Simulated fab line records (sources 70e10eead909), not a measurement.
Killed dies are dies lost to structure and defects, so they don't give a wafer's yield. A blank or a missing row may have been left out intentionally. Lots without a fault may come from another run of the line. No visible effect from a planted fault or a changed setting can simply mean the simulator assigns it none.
Chamber matching + flow nand-harc + rie-diel-09 running NHARC_P_ZERO_WELL_DESCUM_13: 4 sister chambers
The step chemistry O2, time 3 s. 18 wafers are shown with their chamber, then 9 later ones without.

EACH WAFER AND ITS CHAMBER
| wafer  | chamber | showerhead-plenum-p-Torr (Torr) | drypump-motor-current-A (A) | rf-vpp-V (V) |
|--------|---------|---------------------------------|-----------------------------|--------------|
| L074.1 | 1       | 2.07                            | 5.6                         | 58.0         |
| L074.5 | 1       | 2.07                            | 5.6                         | 59.1         |
| L074.6 | 0       | 2.03                            | 5.7                         | 58.0         |
| L076.2 | 1       | 2.07                            | 5.7                         | 57.8         |
| L076.4 | 0       | 2.03                            | 5.8                         | 59.0         |
| L076.6 | 1       | 2.07                            | 5.7                         | 59.1         |
| L082.1 | 0       | 2.02                            | 5.8                         | 57.7         |
| L082.2 | 2       | 1.92                            | 5.8                         | 57.5         |
| L082.3 | 3       | 1.94                            | 5.2                         | 55.2         |
| L082.4 | 1       | 2.06                            | 5.6                         | 57.5         |
| L082.5 | 0       | 2.02                            | 5.8                         | 60.3         |
| L082.6 | 1       | 2.06                            | 5.7                         | 58.1         |
| L085.1 | 1       | 2.06                            | 5.6                         | 57.5         |
| L085.4 | 3       | 1.94                            | 5.2                         | 58.4         |
| L085.6 | 2       | 1.91                            | 5.8                         | 57.0         |
| L088.1 | 2       | 1.91                            | 5.8                         | 57.3         |
| L088.5 | 1       | 2.06                            | 5.7                         | 57.5         |
| L088.6 | 2       | 1.91                            | 5.8                         | 58.0         |

SIGNATURES, as means of the wafers listed above
| reading                  | chamber 0 | chamber 1 | chamber 2 | chamber 3 | scatter within a chamber |
|--------------------------|-----------|-----------|-----------|-----------|--------------------------|
| showerhead-plenum-p-Torr | 2.0250    | 2.0650    | 1.9125    | 1.9400    | 0.00518                  |
| drypump-motor-current-A  | 5.775     | 5.650     | 5.800     | 5.200     | 0.0443                   |
| rf-vpp-V                 | 58.750    | 58.075    | 57.450    | 56.800    | 0.962                    |
Rule: for each reading, subtract the chamber's mean from the wafer's reading, divide by that reading's scatter and square the result; add these up over the readings and take the root, which gives the wafer's distance from the chamber. If the next closest chamber is less than 2 further off than the closest, the wafer can't be placed; otherwise it belongs to the closest. The scatter: take each reading less its chamber's mean, square it, sum over the shown wafers, divide by the number of wafers less the number of chambers, and take the root.

WAFERS WHOSE CHAMBER IS MISSING
| wafer  | showerhead-plenum-p-Torr (Torr) | drypump-motor-current-A (A) | rf-vpp-V (V) |
|--------|---------------------------------|-----------------------------|--------------|
| L094.3 | 2.05                            | 5.7                         | 57.3         |
| L094.5 | 1.90                            | 5.8                         | 58.4         |
| L094.6 | 1.93                            | 5.2                         | 56.5         |
| L096.4 | 2.05                            | 5.7                         | 58.9         |
| L096.5 | 1.93                            | 5.2                         | 58.2         |
| L096.6 | 1.90                            | 5.8                         | 57.1         |
| L097.1 | 1.90                            | 5.7                         | 60.7         |
| L097.4 | 1.93                            | 5.2                         | 58.0         |
| L097.6 | 2.05                            | 5.7                         | 57.5         |

WHICH CHAMBER EACH ONE RAN IN
| wafer  | from the rows above     | in truth |
|--------|-------------------------|----------|
| L094.3 | 1                       | 1        |
| L094.5 | 2                       | 2        |
| L094.6 | 3                       | 3        |
| L096.4 | can't be placed: 1 or 0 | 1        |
| L096.5 | 3                       | 3        |
| L096.6 | 2                       | 2        |
| L097.1 | 2                       | 2        |
| L097.4 | 3                       | 3        |
| L097.6 | 1                       | 1        |
8 of 9 placed correctly. Not placeable from these rows: 1 (in 1, the candidates include the true chamber). Wrongly placed: 0.
